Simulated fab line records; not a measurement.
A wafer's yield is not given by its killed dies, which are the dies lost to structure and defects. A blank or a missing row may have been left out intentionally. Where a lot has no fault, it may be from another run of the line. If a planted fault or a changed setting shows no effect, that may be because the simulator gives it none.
Split-lot experiment / flow n5 finfet / route with 1938 steps; 7 lots, 21 wafers read

== SPLIT DETAILS ==
At N5_MOL_CONTACT_COAG_ALD_123 (deposits SiNx, target thk 5 nm, pulse time 1 s, purge time 2 s), the setting ald cycles was moved away from the recipe's 100 on 8 of the 21 wafers read, by -13.0% to +15.0%. All remaining wafers had this setting at the recipe value.

== FROM THE SPLIT TO THE READING: what the file shows between them, 9 steps ==
- N5_MOL_CONTACT_COAG_VIA_ETCH_46: etches SiO2 in C4F6/O2, target depth 46 nm, overetch 9.2 nm, time 40 s (also split here: bias w)
- N5_MOL_CONTACT_COAG_COAT_34: resist thk 40 nm (also split here: spin rpm)
- N5_MOL_CONTACT_COAG_EBR_36
- N5_MOL_CONTACT_COAG_SOFTBAKE_35: time 60 s
- N5_MOL_CONTACT_COAG_EXPOSE_37: exposes mask VD, defocus 0 nm
- N5_MOL_CONTACT_COAG_PEB_38: peb time 60 s
- N5_MOL_CONTACT_COAG_DEVELOP_39: develop time 30 s
- N5_MOL_CONTACT_COAG_STRIP_120: strips in CHF3
- N5_MOL_CONTACT_COAG_VIA_ETCH_117: etches SiO2 in C4F6/O2, target depth 40 nm, overetch 8 nm, time 26 s

== THE READING ==
etch.depth nm (the simulator's own value, which no gauge read), in nm, at N5_MOL_CONTACT_COAG_ETCH_124 (etches SiNx in CH3F/O2, stops on SiOC, target depth 6.5 nm). There is no usual value for it anywhere in the file. Here, 13 wafers ran the recipe; their average is 4.992 nm with a standard deviation of 0.019 nm.

wafer=L078.1; tool, chamber at the split=ald sin-01, 3,1,0; ald cycles as run=112; against the recipe=+12.0%; etch.depth nm, nm=5.598; against lot-mates on the recipe=no lot-mate on the recipe
wafer=L078.3; tool, chamber at the split=ald sin-01, 3,1,0; ald cycles as run=112; against the recipe=+12.0%; etch.depth nm, nm=5.604; against lot-mates on the recipe=no lot-mate on the recipe
wafer=L078.5; tool, chamber at the split=ald sin-01, 3,1,0; ald cycles as run=112; against the recipe=+12.0%; etch.depth nm, nm=5.594; against lot-mates on the recipe=no lot-mate on the recipe
wafer=L080.2; tool, chamber at the split=ald sin-02, 3,2; ald cycles as run=100; against the recipe=recipe; etch.depth nm, nm=5.006; against lot-mates on the recipe=-
wafer=L080.3; tool, chamber at the split=ald sin-02, 3,2; ald cycles as run=100; against the recipe=recipe; etch.depth nm, nm=4.996; against lot-mates on the recipe=-
wafer=L080.4; tool, chamber at the split=ald sin-02, 3; ald cycles as run=87; against the recipe=-13.0%; etch.depth nm, nm=4.403; against lot-mates on the recipe=-0.598
wafer=L082.3; tool, chamber at the split=ald sin-04, 2,1,2; ald cycles as run=100; against the recipe=recipe; etch.depth nm, nm=5.022; against lot-mates on the recipe=-
wafer=L082.5; tool, chamber at the split=ald sin-04, 2,1,2; ald cycles as run=100; against the recipe=recipe; etch.depth nm, nm=4.997; against lot-mates on the recipe=-
wafer=L082.6; tool, chamber at the split=ald sin-04, 2,1,2; ald cycles as run=100; against the recipe=recipe; etch.depth nm, nm=5.012; against lot-mates on the recipe=-
wafer=L085.1; tool, chamber at the split=ald sin-02, 3,2; ald cycles as run=100; against the recipe=recipe; etch.depth nm, nm=4.997; against lot-mates on the recipe=-
wafer=L085.5; tool, chamber at the split=ald sin-02, 3,2; ald cycles as run=100; against the recipe=recipe; etch.depth nm, nm=4.947; against lot-mates on the recipe=-
wafer=L085.6; tool, chamber at the split=ald sin-02, 3; ald cycles as run=111; against the recipe=+11.0%; etch.depth nm, nm=5.531; against lot-mates on the recipe=+0.559
wafer=L089.3; tool, chamber at the split=ald sin-02, 2,0,1; ald cycles as run=100; against the recipe=recipe; etch.depth nm, nm=4.999; against lot-mates on the recipe=-
wafer=L089.5; tool, chamber at the split=ald sin-02, 2,0,1; ald cycles as run=100; against the recipe=recipe; etch.depth nm, nm=4.976; against lot-mates on the recipe=-
wafer=L089.6; tool, chamber at the split=ald sin-02, 2,0,1; ald cycles as run=100; against the recipe=recipe; etch.depth nm, nm=4.992; against lot-mates on the recipe=-
wafer=L092.2; tool, chamber at the split=ald sin-04, 0,3; ald cycles as run=115; against the recipe=+15.0%; etch.depth nm, nm=5.735; against lot-mates on the recipe=+0.760
wafer=L092.5; tool, chamber at the split=ald sin-04, 0,3; ald cycles as run=115; against the recipe=+15.0%; etch.depth nm, nm=5.763; against lot-mates on the recipe=+0.788
wafer=L092.6; tool, chamber at the split=ald sin-04, 2; ald cycles as run=100; against the recipe=recipe; etch.depth nm, nm=4.975; against lot-mates on the recipe=-
wafer=L094.1; tool, chamber at the split=ald sin-04, 0; ald cycles as run=87; against the recipe=-13.0%; etch.depth nm, nm=4.389; against lot-mates on the recipe=-0.602
wafer=L094.3; tool, chamber at the split=ald sin-04, 1,2; ald cycles as run=100; against the recipe=recipe; etch.depth nm, nm=4.972; against lot-mates on the recipe=-
wafer=L094.4; tool, chamber at the split=ald sin-04, 1,2; ald cycles as run=100; against the recipe=recipe; etch.depth nm, nm=5.01; against lot-mates on the recipe=-
If several chambers appear in one row, that row covers several wafers at once and the file leaves open which wafer was in which chamber.

THE FIT
A straight line over all 21 wafers: etch.depth nm changes by +0.0488 nm for each +1% of ald cycles; r = +1.00; the points scatter about the line by 0.022 nm.
The same after taking each lot's own level away (the mean of its wafers on the recipe; 18 wafers): +0.0493 nm for each +1%; r = +1.00; scatter 0.022 nm.
According to that fit, moving ald cycles by its largest amount changes the reading by 0.74 nm.
Measured against the standard deviation above, the lots' own levels, which go from 4.9720 to 5.0103 nm, span 2.0 times it.
The two slopes are in agreement: the lot-to-lot level therefore moves the slope only a little.
Check: for one of the wafers moved furthest among these (+15.0%), held out of the fit, the line's prediction against its lot-mates is +0.745 nm. Against them it came out at +0.76 nm.

== THESE WAFERS: OTHER SPLITS ==
These wafers also went through other splits before the reading. Each is held against what the fit with the lots' levels taken away leaves over:
other split on the same wafers=N5_MOL_CONTACT_COAG_VIA_ETCH_46 bias w; wafers away from the commonest value=7; r with etch.depth nm (lot level and that fit taken away)=-0.08
other split on the same wafers=N5_MOL_CONTACT_COAG_COAT_34 spin rpm; wafers away from the commonest value=6; r with etch.depth nm (lot level and that fit taken away)=+0.16

== THE WHOLE CHAIN: every reading that the file lists as answering this split, in the file's order ==
step=N5_MOL_CONTACT_COAG_ALD_123; what it does=deposits SiNx, target thk 5 nm, pulse time 1 s, purge time 2 s; reading=SiNx_of_MOL_CONTACT_COAG_ALD_123.thk nm (the simulator's own value, which no gauge read); change (the file's fit)=+0.05 nm for each +1% of the setting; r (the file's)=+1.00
step=N5_MOL_CONTACT_COAG_ETCH_124; what it does=etches SiNx in CH3F/O2, stops on SiOC, target depth 6.5 nm; reading=etch.depth nm (the simulator's own value, which no gauge read); change (the file's fit)=+0.0488 nm for each +1% of the setting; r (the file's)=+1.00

== THE FILE'S OWN FIT ==
etch.depth nm changes by +0.0488 nm for each +1% of ald cycles, r = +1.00.
